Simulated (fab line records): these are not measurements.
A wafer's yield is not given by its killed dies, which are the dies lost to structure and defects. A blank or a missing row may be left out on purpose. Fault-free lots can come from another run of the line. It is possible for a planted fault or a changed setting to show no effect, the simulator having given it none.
Split-lot trial / flow n5-finfet / 21 wafers read across 7 lots, on a route 1938 steps long

## THE SPLIT
At N5_FIN_CUT_COAT_02 (resist thk 30 nm), the setting spin-rpm was moved away from the recipe's 1500 rpm on 10 of the 21 wafers read, by -8.3% to +9.5%. The other wafers ran this setting at the recipe's value.

## FROM THE SPLIT TO THE READING: what the file shows between them, 3 steps
- N5_FIN_CUT_EBR_04
- N5_FIN_CUT_SOFTBAKE_03: time 60 s
- N5_FIN_CUT_DESCUM_13: chemistry O2, time 7 s

## THE READING
CAR-EUV_of_FIN_CUT_COAT_02.thk-nm (the simulator's own value, which no gauge read), in nm, at N5_FIN_CUT_ETCH_30 (etches underlayer in N2/H2, target depth 13 nm, time 10.4 s). The file gives no usual value for it. Here, 11 wafers ran the recipe; their average is 14.7 nm with a standard deviation of 0.089 nm.

wafer=L075.2; tool, chamber at the split=litho-track-04, 0; spin-rpm as run, rpm=1643; against the recipe=+9.5%; CAR-EUV_of_FIN_CUT_COAT_02.thk-nm, nm=13.2; against lot-mates on the recipe=no lot-mate on the recipe
wafer=L075.5; tool, chamber at the split=litho-track-04, 0; spin-rpm as run, rpm=1643; against the recipe=+9.5%; CAR-EUV_of_FIN_CUT_COAT_02.thk-nm, nm=13.2; against lot-mates on the recipe=no lot-mate on the recipe
wafer=L075.6; tool, chamber at the split=litho-track-04, 0; spin-rpm as run, rpm=1643; against the recipe=+9.5%; CAR-EUV_of_FIN_CUT_COAT_02.thk-nm, nm=13.2; against lot-mates on the recipe=no lot-mate on the recipe
wafer=L076.2; tool, chamber at the split=litho-track-02, 0; spin-rpm as run, rpm=1500; against the recipe=recipe; CAR-EUV_of_FIN_CUT_COAT_02.thk-nm, nm=14.8; against lot-mates on the recipe=-
wafer=L076.6; tool, chamber at the split=litho-track-02, 0; spin-rpm as run, rpm=1500; against the recipe=recipe; CAR-EUV_of_FIN_CUT_COAT_02.thk-nm, nm=14.8; against lot-mates on the recipe=-
wafer=L076.4; tool, chamber at the split=litho-track-02, 0; spin-rpm as run, rpm=1376; against the recipe=-8.3%; CAR-EUV_of_FIN_CUT_COAT_02.thk-nm, nm=16; against lot-mates on the recipe=+1.2
wafer=L084.3; tool, chamber at the split=litho-track-04, 0; spin-rpm as run, rpm=1393; against the recipe=-7.1%; CAR-EUV_of_FIN_CUT_COAT_02.thk-nm, nm=15.8; against lot-mates on the recipe=+1.0
wafer=L084.4; tool, chamber at the split=litho-track-04, 0; spin-rpm as run, rpm=1393; against the recipe=-7.1%; CAR-EUV_of_FIN_CUT_COAT_02.thk-nm, nm=15.8; against lot-mates on the recipe=+1.0
wafer=L084.5; tool, chamber at the split=litho-track-04, 0; spin-rpm as run, rpm=1500; against the recipe=recipe; CAR-EUV_of_FIN_CUT_COAT_02.thk-nm, nm=14.8; against lot-mates on the recipe=-
wafer=L088.3; tool, chamber at the split=litho-track-01, 0; spin-rpm as run, rpm=1500; against the recipe=recipe; CAR-EUV_of_FIN_CUT_COAT_02.thk-nm, nm=14.6; against lot-mates on the recipe=-
wafer=L088.4; tool, chamber at the split=litho-track-01, 0; spin-rpm as run, rpm=1500; against the recipe=recipe; CAR-EUV_of_FIN_CUT_COAT_02.thk-nm, nm=14.6; against lot-mates on the recipe=-
wafer=L088.5; tool, chamber at the split=litho-track-01, 0; spin-rpm as run, rpm=1500; against the recipe=recipe; CAR-EUV_of_FIN_CUT_COAT_02.thk-nm, nm=14.6; against lot-mates on the recipe=-
wafer=L091.3; tool, chamber at the split=litho-track-04, 0; spin-rpm as run, rpm=1500; against the recipe=recipe; CAR-EUV_of_FIN_CUT_COAT_02.thk-nm, nm=14.6; against lot-mates on the recipe=-
wafer=L091.5; tool, chamber at the split=litho-track-04, 0; spin-rpm as run, rpm=1544; against the recipe=+2.9%; CAR-EUV_of_FIN_CUT_COAT_02.thk-nm, nm=14.2; against lot-mates on the recipe=-0.4
wafer=L091.6; tool, chamber at the split=litho-track-04, 0; spin-rpm as run, rpm=1544; against the recipe=+2.9%; CAR-EUV_of_FIN_CUT_COAT_02.thk-nm, nm=14.2; against lot-mates on the recipe=-0.4
wafer=L093.2; tool, chamber at the split=litho-track-04, 0; spin-rpm as run, rpm=1558; against the recipe=+3.9%; CAR-EUV_of_FIN_CUT_COAT_02.thk-nm, nm=14; against lot-mates on the recipe=-0.6
wafer=L093.3; tool, chamber at the split=litho-track-04, 0; spin-rpm as run, rpm=1558; against the recipe=+3.9%; CAR-EUV_of_FIN_CUT_COAT_02.thk-nm, nm=14.2; against lot-mates on the recipe=-0.4
wafer=L093.4; tool, chamber at the split=litho-track-04, 0; spin-rpm as run, rpm=1500; against the recipe=recipe; CAR-EUV_of_FIN_CUT_COAT_02.thk-nm, nm=14.6; against lot-mates on the recipe=-
wafer=L095.2; tool, chamber at the split=litho-track-04, 0; spin-rpm as run, rpm=1500; against the recipe=recipe; CAR-EUV_of_FIN_CUT_COAT_02.thk-nm, nm=14.6; against lot-mates on the recipe=-
wafer=L095.3; tool, chamber at the split=litho-track-04, 0; spin-rpm as run, rpm=1500; against the recipe=recipe; CAR-EUV_of_FIN_CUT_COAT_02.thk-nm, nm=14.6; against lot-mates on the recipe=-
wafer=L095.5; tool, chamber at the split=litho-track-04, 0; spin-rpm as run, rpm=1500; against the recipe=recipe; CAR-EUV_of_FIN_CUT_COAT_02.thk-nm, nm=14.6; against lot-mates on the recipe=-

FIT RESULTS
A straight line over all 21 wafers: CAR-EUV_of_FIN_CUT_COAT_02.thk-nm changes by -0.156 nm for each +1% of spin-rpm; r = -0.99; the points scatter about the line by 0.078 nm.
The same after taking each lot's own level away (the mean of its wafers on the recipe; 18 wafers): -0.14 nm for each +1%; r = -1.00; scatter 0.039 nm.
According to that fit, moving spin-rpm by its largest amount changes the reading by 1.3 nm.
Across the lots, their own levels run from 14.60 to 14.80 nm, a range of 2.2 times the standard deviation given above.
So the lot-to-lot level changes the slope: the two fits differ.
Check: with one of the wafers moved furthest among these (-8.3%) left out of the fit, the line predicts +1.14 nm for it against its lot-mates. Against them it came out at +1.2 nm.

## FURTHER SPLITS ON THESE WAFERS
Before the reading, these wafers also passed through other splits. Each is held against what the fit with the lots' levels taken away leaves over:
other split on the same wafers=N5_WELL_APT_EXPOSE_05 dose-mj; wafers away from the commonest value=5; r with CAR-EUV_of_FIN_CUT_COAT_02.thk-nm (lot level and that fit taken away)=+0.02
other split on the same wafers=N5_WELL_APT_DEVELOP_07 develop-time-s; wafers away from the commonest value=8; r with CAR-EUV_of_FIN_CUT_COAT_02.thk-nm (lot level and that fit taken away)=+0.28
other split on the same wafers=N5_FIN_SAQP_HM_DEP_03 time-s; wafers away from the commonest value=8; r with CAR-EUV_of_FIN_CUT_COAT_02.thk-nm (lot level and that fit taken away)=+0.02
other split on the same wafers=N5_FIN_SAQP_EXPOSE_13 dose-mj; wafers away from the commonest value=7; r with CAR-EUV_of_FIN_CUT_COAT_02.thk-nm (lot level and that fit taken away)=+0.12

## THE WHOLE CHAIN: every reading that the file lists as answering this split, in the file's order
step=N5_FIN_CUT_COAT_02; what it does=resist thk 30 nm; reading=CAR-EUV_of_FIN_CUT_COAT_02.thk-nm (the simulator's own value, which no gauge read); change (the file's fit)=-0.153 nm for each +1% of the setting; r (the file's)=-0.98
step=N5_FIN_CUT_ETCH_30; what it does=etches underlayer in N2/H2, target depth 13 nm, time 10.4 s; reading=CAR-EUV_of_FIN_CUT_COAT_02.thk-nm (the simulator's own value, which no gauge read); change (the file's fit)=-0.141 nm for each +1% of the setting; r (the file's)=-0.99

## THE FILE'S OWN FIT
CAR-EUV_of_FIN_CUT_COAT_02.thk-nm changes by -0.141 nm for each +1% of spin-rpm, r = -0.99.
